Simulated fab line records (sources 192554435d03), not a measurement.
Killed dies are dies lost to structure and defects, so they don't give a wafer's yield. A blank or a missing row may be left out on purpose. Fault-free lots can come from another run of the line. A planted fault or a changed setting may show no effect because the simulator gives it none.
fab line records | flow n5Finfet
record lots=3 | wafers=8 | lastDay=18
route steps=1938 shown BEOL_M1@758 BEOL_M4@1111
lots untouched by any fault: they come from a run of this same line in which no faults occurred
startH: start of the lot's first displayed wafer, in hours after the record's first day | waitH: hours elapsed since this lot's preceding step | " identical to the entry in the row above | L1.1+2: several wafers, shown together as one row | - no value, or no start was given | * or withheld: withheld | < > ~ a bound
route shown NAME@n: names a module that has steps shown in the file, with the first one's number in the route | usual: mean/standard deviation taken from wafers without a fault | same: alike in all rows | chamber/n: place in a boat | sites: per-site readings | _std_site: the standard deviation of these | _edge_site: outer sites' mean less inner sites' | radiusMm: for every site, how far away it sits from the centre of the wafer | mask NAME#n: copy n | behind: the last tool/chamber to shape the wafer | hold: reason for holding the lot/hours on hold/outcome of the hold | device: the n, p or np transistor that did not switch | end of line: at the end of the route, the tests of the same wafers | step lacking rows: just its recipe | killed: not the wafer's yield, but the dies lost to structure and defects at the first sort | map: the dies of a wafer, with x for killed, . for not killed, _ for no die there
set.NAME: setting as actually run; set.NAME@STEP: the setting as run at that earlier step | model.NAME: the simulator's own value behind a step, which no gauge read
lots at some steps of the route; a table a step, a row a wafer
services: from which hour (startH, from the record's first day; less than 0 if before it) a tool's chamber was out of use, for how many hours, and why
## steps
# step N5_BEOL_M1_COAT_05
# recipe resist=CAR-EUV | spinRpm=1500 | resistThkNm=30
# step N5_BEOL_M1_EBR_07
# recipe solvent=PGMEA | ebrWidthMm=1.5
# step N5_BEOL_M1_SOFTBAKE_06
# recipe tempC=110 | timeS=60 | resist=CAR-EUV
# step N5_BEOL_M1_EXPOSE_08
# recipe maskId=M1 | na=0.33 | sourceShape=dipole | sigmaInner=0.369 | sigmaOuter=0.767 | polarization=unpolarized | doseMj=33
# step N5_BEOL_M1_PEB_09
# recipe pebTempC=100 | pebTimeS=60 | resist=CAR-EUV
# step N5_BEOL_M1_DEVELOP_10
# recipe developTimeS=30 | developer=TMAH | resist=CAR-EUV | rinseLiquid=surfactantRinse | dry=airSpin | devTempC=23
# step N5_BEOL_M1_DESCUM_16
# recipe chemistry=O2 | timeS=7 | sourcePowerW=50 | biasPowerW=20 | pressureMtorr=20 | rfFrequencyHz=2.712e+07 | tempC=40 | resist=CAR-EUV | o2FlowSccm=225
# step N5_BEOL_M1_ETCH_74
# recipe chemistry=N2/H2 | target=underlayer | targetDepthA=65 | maskMaterial=CAR-EUV | timeS=5.2 | ionEnergyEv=200 | pressureMtorr=30 | sourceW=840 | biasW=150 | n2FlowSccm=200 | h2FlowSccm=200 | ends=cleared
# step N5_BEOL_M1_ETCH_63
# recipe chemistry=CF4 | target=SiARC | targetDepthA=156 | maskMaterial=CAR-EUV | timeS=26 | ionEnergyEv=80 | pressureMtorr=40 | sourceW=545 | biasW=36 | Ar_flow_sccm=100 | cf4FlowSccm=100 | ends=cleared
# step N5_BEOL_M1_ETCH_64
# recipe chemistry=N2/H2 | target=SOC | targetDepthA=750 | overetchA=150 | maskMaterial=SiARC | tempC=40 | timeS=112.5 | ionEnergyEv=200 | pressureMtorr=30 | sourceW=840 | biasW=150 | n2FlowSccm=200 | h2FlowSccm=200
# usual biasW=150.0/0.46 | drypumpMotorCurrentA=5.6/0.67 | oesProductAu=0.60/0.049 | rfFwdPowerW=836.6/2.7 | rfVppV=524.2/2.3 | showerheadPlenumPTorr=2.55/0.086 | tempC=40.01/0.12 | throttleValvePct=17.90/0.21
lot.wafer | tool       | chamber | startH | waitH | biasW | drypumpMotorCurrentA | oesProductAu | rfFwdPowerW | rfHoursCounterH | rfVppV | showerheadPlenumPTorr | tempC | throttleValvePct | model.SiARC_of_BEOL_M1_COAT_62.thkNm | model.BEOL_M1.cdOffsetNm
L405.2    | rieDiel-01 | 3       | 128.74 | 0.0   | 150.0 | 4.8                  | 0.57         | 838.2       | 208             | 524.2  | 2.52                  | 39.99 | 18.08            | 6.6                                  | -0.2
L405.4    | "          | 0       | "      | "     | 149.8 | 5.0                  | 0.61         | 839.9       | 141             | 526.6  | 2.65                  | 39.88 | 18.03            | 6.6                                  | 0.4
L405.6    | "          | 0       | "      | "     | 150.0 | 5.0                  | 0.62         | 834.7       | -               | 527.5  | 2.65                  | 40.17 | 18.05            | 6.6                                  | 0.4
L413.1    | rieDiel-05 | 3       | 163.65 | 0.0   | 150.6 | 5.0                  | 0.74         | 834.9       | 12              | 528.1  | 2.73                  | 40.00 | 17.79            | 7                                    | 0.2
L413.5    | "          | 1       | "      | "     | 150.4 | 6.7                  | 0.59         | 836.3       | -               | 522.9  | 2.43                  | 40.24 | 17.95            | 7                                    | 0
L413.6    | "          | 0       | "      | "     | 149.5 | 6.7                  | 0.56         | 838.0       | -               | 518.9  | 2.40                  | 40.00 | 18.15            | 6.6                                  | 0.2
L417.1    | rieDiel-01 | 2       | 255.59 | 0.0   | 150.3 | 5.6                  | 0.59         | 833.3       | 177             | 522.5  | 2.51                  | 39.98 | 17.95            | 4.4                                  | 1
L417.2    | "          | 3       | "      | "     | 149.9 | 4.7                  | 0.54         | 832.5       | 253             | 523.2  | 2.50                  | 39.98 | 18.17            | 6.8                                  | -0.2
# step N5_BEOL_M1_STRIP_65
# recipe chemistry=N2/H2 | tempC=40 | n2FlowSccm=200 | h2FlowSccm=200 | rfFrequencyHz=6e+07
# step N5_BEOL_M1_STRIP_75
# recipe chemistry=N2/H2 | tempC=40 | n2FlowSccm=200 | h2FlowSccm=200 | rfFrequencyHz=6e+07
# step N5_BEOL_M1_STRIP_66
# recipe chemistry=CF4 | resist=SiARC | powerW=300 | biasPowerW=75 | pressureMtorr=50 | cf4FlowSccm=150 | rfFrequencyHz=6e+07
# step N5_BEOL_M1_HM_OPEN_17
# recipe chemistry=Cl2/BCl3 | targetDepthA=200 | overetchA=60 | target=TiN | maskMaterial=SOC | ionEnergyEv=150 | pressureMtorr=10 | icpW=1000 | biasW=126 | Cl2_flow_sccm=53.25 | bcl3FlowSccm=21.75 | Ar_flow_sccm=25
# usual biasW=126.0/0.37 | drypumpMotorCurrentA=5.8/0.31 | oesProductAu=0.71/0.086 | rfFwdPowerW=994/3.7 | throttleValvePct=22.06/0.23
lot.wafer | tool        | chamber | startH | waitH | biasW | drypumpMotorCurrentA | oesProductAu | rfFwdPowerW | rfHoursCounterH | throttleValvePct | model.BEOL_M1.cdOffsetNm
L405.2    | rieMetal-02 | 1       | 128.91 | 0.0   | 125.3 | 5.6                  | 0.79         | 987         | 3               | 22.02            | -0.2
L405.4    | "           | 1       | "      | "     | 125.0 | 5.6                  | 0.78         | 985         | -               | 22.01            | 0.6
L405.6    | "           | 0       | "      | "     | 125.8 | 5.9                  | 0.69         | 992         | -               | 21.65            | 0.4
L413.1    | rieMetal-02 | 0       | 163.82 | 0.0   | 126.3 | 5.9                  | 0.67         | 991         | 30              | 21.68            | 0.4
L413.5    | "           | 1       | "      | "     | 126.3 | 5.7                  | 0.75         | 991         | -               | 22.04            | 0.2
L413.6    | "           | 0       | "      | "     | 126.2 | 5.9                  | 0.68         | 996         | -               | 21.66            | 0.4
L417.1    | rieMetal-03 | 0       | 255.76 | 0.0   | 126.1 | 6.0                  | 0.70         | 995         | 27              | 22.17            | 1
L417.2    | "           | 1       | "      | "     | 126.0 | 6.1                  | 0.80         | 991         | 2               | 22.01            | -0.2
# step N5_BEOL_M1_STRIP_19
# recipe chemistry=O2 | powerW=400 | tempC=40 | pressureMtorr=30 | rfFrequencyHz=6e+07 | biasPowerW=0 | overashFraction=0.2 | o2FlowSccm=225
# step N5_BEOL_M1_COAT_67
# recipe resist=SOC | tempC=250 | timeS=60 | spinRpm=1500 | resistThkNm=60
# step N5_BEOL_M1_COAT_68
# recipe resist=SiARC | tempC=220 | timeS=60 | spinRpm=1500 | resistThkNm=12
# step N5_BEOL_M1_COAT_76
# recipe resist=underlayer | tempC=205 | timeS=60 | spinRpm=1500 | resistThkNm=5
# step N5_BEOL_M1_COAT_22
# recipe resist=CAR-EUV | spinRpm=1500 | resistThkNm=30
# step N5_BEOL_M1_EBR_24
# recipe solvent=PGMEA | ebrWidthMm=1.5
# step N5_BEOL_M1_SOFTBAKE_23
# recipe tempC=110 | timeS=60 | resist=CAR-EUV
# step N5_BEOL_M1_EXPOSE_25
# recipe maskId=V0 | na=0.33 | sourceShape=quasar | sigmaInner=0.2 | sigmaOuter=0.8 | polarization=unpolarized | defocusNm=5 | targetCdNm=24 | doseMj=63
# step N5_BEOL_M1_PEB_26
# recipe pebTempC=100 | pebTimeS=60 | resist=CAR-EUV
# step N5_BEOL_M1_DEVELOP_27
# recipe developTimeS=30 | developer=TMAH | resist=CAR-EUV | rinseLiquid=surfactantRinse | dry=airSpin | devTempC=23
# step N5_BEOL_M1_DESCUM_33
# recipe chemistry=O2 | timeS=7 | sourcePowerW=50 | biasPowerW=20 | pressureMtorr=20 | rfFrequencyHz=2.712e+07 | tempC=40 | resist=CAR-EUV | o2FlowSccm=225
# step N5_BEOL_M1_ETCH_77
# recipe chemistry=N2/H2 | target=underlayer | targetDepthA=65 | maskMaterial=CAR-EUV | timeS=5.2 | ionEnergyEv=200 | pressureMtorr=30 | sourceW=840 | biasW=150 | n2FlowSccm=200 | h2FlowSccm=200 | ends=cleared
# step N5_BEOL_M1_ETCH_69
# recipe chemistry=CF4 | target=SiARC | targetDepthA=156 | maskMaterial=CAR-EUV | timeS=26 | ionEnergyEv=80 | pressureMtorr=40 | sourceW=545 | biasW=36 | Ar_flow_sccm=100 | cf4FlowSccm=100 | ends=cleared
# step N5_BEOL_M1_ALD_98
# recipe material=SiO2 | targetThkA=25 | tempC=100 | aldPrecursorFamily=BDEAS | aldCoReactant=O2-plasma | pulseTimeS=1 | coReactantPulseTimeS=1 | purgeTimeS=2 | coReactantPurgeTimeS=2 | aldCycles=17 | pressureTorr=2
# step N5_BEOL_M1_ETCHBACK_99
# recipe chemistry=CHF3 | target=SiO2 | targetDepthA=50 | timeS=10.4 | sourceW=215 | biasW=47 | Ar_flow_sccm=200 | CHF3_flow_sccm=12 | ionEnergyEv=100 | pressureMtorr=30
# step N5_BEOL_M1_ETCH_70
# recipe chemistry=N2/H2 | target=SOC | targetDepthA=800 | overetchA=160 | maskMaterial=SiARC | tempC=40 | timeS=120 | ionEnergyEv=200 | pressureMtorr=30 | sourceW=840 | biasW=150 | n2FlowSccm=200 | h2FlowSccm=200
# step N5_BEOL_M1_STRIP_71
# recipe chemistry=N2/H2 | tempC=40 | n2FlowSccm=200 | h2FlowSccm=200 | rfFrequencyHz=6e+07
# step N5_BEOL_M1_STRIP_78
# recipe chemistry=N2/H2 | tempC=40 | n2FlowSccm=200 | h2FlowSccm=200 | rfFrequencyHz=6e+07
# step N5_BEOL_M1_VIA_ETCH_34
# recipe chemistry=C4F6/O2 | targetDepthA=678 | maskMaterial=SOC | pressureMtorr=15 | ionEnergyEv=250 | taperDeg=4 | timeS=64.4 | sourceW=350 | biasW=170 | Ar_flow_sccm=300 | C4F6_flow_sccm=10 | O2_flow_sccm=10
# step N5_BEOL_M1_STRIP_83
# recipe chemistry=C4F6/O2 | resist=SiARC | rfFrequencyHz=6e+07
# step N5_BEOL_M1_STRIP_36
# recipe chemistry=N2/H2 | powerW=450 | tempC=40 | pressureMtorr=20 | rfFrequencyHz=6e+07 | overashFraction=0.3 | biasPowerW=7 | h2Frac=0.5 | n2FlowSccm=200 | h2FlowSccm=200
# step N5_BEOL_M1_CD_MEAS_35
# recipe targetCdNm=18 | targetCdYNm=21 | polarity=opening
# usual cdNm=18.2/0.37
lot.wafer | tool     | chamber | startH | waitH | cdNm
L405.2    | cdSem-02 | -       | 132.03 | 0.0   | 17.7
L405.4    | "        | -       | "      | "     | 18.3
L405.6    | "        | -       | "      | "     | 18.5
L413.1    | cdSem-01 | -       | 167.16 | 0.0   | 18.8
L413.5    | "        | -       | "      | "     | 18.1
L413.6    | "        | -       | "      | "     | 18.4
L417.1    | cdSem-02 | -       | 262.82 | 0.0   | 19.4
L417.2    | "        | -       | "      | "     | 17.8
# step N5_BEOL_M4_RC_MEAS_101
# usual DIBL_N=36.3/1.9 | DIBL_P=36.0/2.1 | IOFF_N=0.16/0.031 | IOFF_P=0.21/0.035 | ION_N=675/14 | ION_P=464/8.5 | SS_N=71.5/0.6 | SS_P=73.3/0.72 | VT_N=250/3.2 | VT_P=-250/3.1
lot.wafer | tool      | chamber | startH | waitH | DIBL_N[mV/V] | DIBL_P[mV/V] | IOFF_N[nA/um] | IOFF_P[nA/um] | ION_N[uA/um] | ION_P[uA/um] | SS_N[mV/dec] | SS_P[mV/dec] | VT_N[mV] | VT_P[mV]
L405.2    | prober-02 | 0       | 162.59 | 0.2   | 37.5         | 37.3         | 0.18          | 0.25          | 686          | 466          | 71.5         | 73.6         | 249      | -248
L405.4    | "         | 0       | "      | "     | 34.3         | 34.8         | 0.14          | 0.21          | 673          | 468          | 71.1         | 73.7         | 251      | -248
L405.6    | "         | 0       | "      | "     | 34.8         | 34.3         | 0.14          | 0.20          | 687          | 475          | 70.7         | 73.3         | 253      | -249
L413.1    | prober-01 | 0       | 202.07 | 0.0   | 35.2         | 33.3         | 0.12          | 0.19          | 659          | 456          | 70.8         | 72.1         | 254      | -252
L413.5    | "         | 0       | "      | "     | 32.8         | 31.5         | 0.10          | 0.16          | 649          | 459          | 70.4         | 72.3         | 258      | -250
L413.6    | "         | 0       | "      | "     | 33.5         | 32.0         | 0.10          | 0.17          | 651          | 460          | 71.2         | 72.0         | 256      | -251
L417.1    | prober-01 | 0       | 326.65 | 0.0   | 35.8         | 34.8         | 0.16          | 0.22          | 689          | 470          | 71.8         | 72.6         | 247      | -246
L417.2    | "         | 0       | "      | "     | 35.5         | 34.5         | 0.15          | 0.20          | 668          | 456          | 72.2         | 72.9         | 249      | -249
## services
tool        | chamber | startH | hours | kind
rieMetal-02 | -       | 144.10 | 1.1   | repair
rieMetal-02 | -       | 165.01 | 0.2   | repair
rieDiel-05  | 2       | 167.42 | 14.2  | repair
rieMetal-03 | 1       | 192.54 | 5.3   | repair
rieMetal-03 | -       | 204.44 | 0.5   | repair
rieMetal-02 | -       | 205.98 | 2.8   | pm
rieMetal-03 | 1       | 222.54 | -     | clean
rieMetal-03 | 1       | 222.54 | 21.0  | scheduledDown
rieMetal-03 | 1       | 222.54 | 21.0  | ventCycle
rieMetal-02 | 1       | 239.77 | 14.1  | repair
rieDiel-01  | 1       | 249.23 | -     | clean
rieDiel-01  | 1       | 249.23 | -     | consumableReplace:focusRing
rieDiel-01  | 1       | 249.23 | 20.2  | scheduledDown
rieDiel-01  | 1       | 249.23 | 20.2  | ventCycle
rieMetal-02 | 0       | 252.88 | 2.0   | repair
rieDiel-05  | -       | 253.99 | 4.3   | pm
## key
firstSign step=N5_BEOL_M1_CD_MEAS_35 | reading=cdNm | direction=up | sigmas=3.2 | usual=18.2 | struck=19.4
effect none on later readings
modelEffect step=N5_BEOL_M1_ETCH_64 | value=SiARC_of_BEOL_M1_COAT_62.thkNm | without=6.8 | struck=4.4
modelEffect step=N5_BEOL_M1_HM_OPEN_17 | value=BEOL_M1.cdOffsetNm | without=0 | struck=1
metAt N5_BEOL_M1_ETCH_64
struckWafers L417.1
onsetBetween 128.74 255.59
fault kind=processParameterDrift | tool=rieDiel-01 | chamber=- | onsetH=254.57 | steps=N5_BEOL_M1_ETCH_64 | channel=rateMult | offset=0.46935 | shape=step | endH=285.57 | scope=struckWafersOnly
